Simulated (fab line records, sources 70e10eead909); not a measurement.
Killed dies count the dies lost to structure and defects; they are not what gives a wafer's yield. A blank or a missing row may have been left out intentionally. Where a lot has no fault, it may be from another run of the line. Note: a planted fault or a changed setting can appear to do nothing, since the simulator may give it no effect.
Comparing a struck lot with a sound one | flow nandHarc | 13 steps out of a route of 1302
Sound: these wafers, L386.1, L386.2, L386.6. Struck: wafers L391.1, L391.2, L391.5. The cause is given at the end.
Per side, at each step with rows, come the tool, then ch with its chambers, and then its first start. Under that, the readings that differ: sound wafers | struck wafers | difference of the means | sigmas: that difference in standard deviations of wafers without a fault.
alike: words and numbers the same on both sides, and readings whose means are apart by under 2 such deviations; not compared: readings that were withheld, readings missing a value for some wafer, numbers with overlapping values and no deviation given by the record, and bounds like >300 which may hide the same value.
Wherever a step has rows on one side only, a row that says differs or no value, or a row with sigmas, the two part there. Numbers that don't overlap but have no deviation are shown without sigmas and don't part them. A reading that every wafer of one side lacks parts them only if that side has two wafers or more.

NHARC_P_STI_ETCH_42: etches the open film in N2/H2, target depth 80 nm, overetch 24 nm, time 61 s.
  sound on rieDiel-02 ch 0,3, day 8 09:01; struck on rieDiel-03 ch 0,2, day 10 13:19
  alike: chamberPressureMTorr, drypumpMotorCurrentA, oesProductAu, rfVppV, showerheadPlenumPTorr, throttleValvePct
  not compared: rfHoursCounterH
NHARC_P_STI_ETCH_31: etches the open film in CF4/CHF3, target depth 108.9 nm, time 54.5 s.
  sound on rieDiel-02 ch 2,3; struck on rieDiel-03 ch 0,1,2
  alike: chamberPressureMTorr, drypumpMotorCurrentA, oesProductAu, rfVppV, showerheadPlenumPTorr, throttleValvePct
  not compared: rfHoursCounterH
NHARC_P_STI_ETCH_15: etches the open film in HBr/Cl2, target depth 300 nm, time 100.1 s.
  sound on rieSi-05 ch 1,2, day 8 09:13; struck on rieSi-01 ch 1,2, day 10 13:32
  alike: chamberPressureMTorr, drypumpMotorCurrentA, oesProductAu, throttleValvePct
  not compared: rfHoursCounterH
NHARC_P_STI_CD_MEAS_16:
  sound on cdSem-03, day 8 09:22; struck on cdSem-02, day 10 13:41
  alike: cdNm
NHARC_P_STI_OCD_MEAS_17:
  sound on ocd-02, day 8 09:28; struck on ocd-01, day 10 13:47
  alike: trenchDepthNm, trenchFootCdNm
then, 3 steps without rows for these wafers: NHARC_P_STI_STRIP_19 (strips in SPM, time 900 s); NHARC_P_STI_PRECLEAN_32 (cleans in SC1); NHARC_P_STI_SRD_23.
NHARC_P_STI_OCD_MEAS_43:
  sound on ocd-01, day 8 09:58; struck on ocd-02, day 10 14:17
  alike: trenchDepthNm, trenchFootCdNm
then, 3 steps without rows for these wafers: NHARC_P_STI_OXIDE_33 (material SiO2, target thk 10 nm, ox time 281 s); NHARC_P_STI_HDPCVD_20 (deposits SiO2); NHARC_P_STI_ANNEAL_34 (time 1800 s).
NHARC_P_STI_CMP_21: polishes, t overpolish 20 s, target thk 380.67 nm.
  sound on cmp-04 ch 0,1,2, day 9 15:14; struck on cmp-04 ch 0,1,3, day 11 08:25
reading            | sound                | struck               | difference | sigmas
overpolishRunS (s) | 20.008 20.001 20.012 | 68.665 68.677 68.670 | +48.664    | +99 or more
tOverpolishS (s)   | 20 20 20             | 68.671 68.671 68.671 | +48.671    | 
  alike: motorCurrentA, retainingRingPressureFrac
  not compared: padLifeWafers

== WHERE THEY PART ==
Only at NHARC_P_STI_CMP_21, within this record.

WHY: whatever the simulator had introduced
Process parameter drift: cmp-04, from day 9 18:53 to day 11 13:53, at NHARC_P_STI_CMP_21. Setting tOverpolishS shifted by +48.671 from 20. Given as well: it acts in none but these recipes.
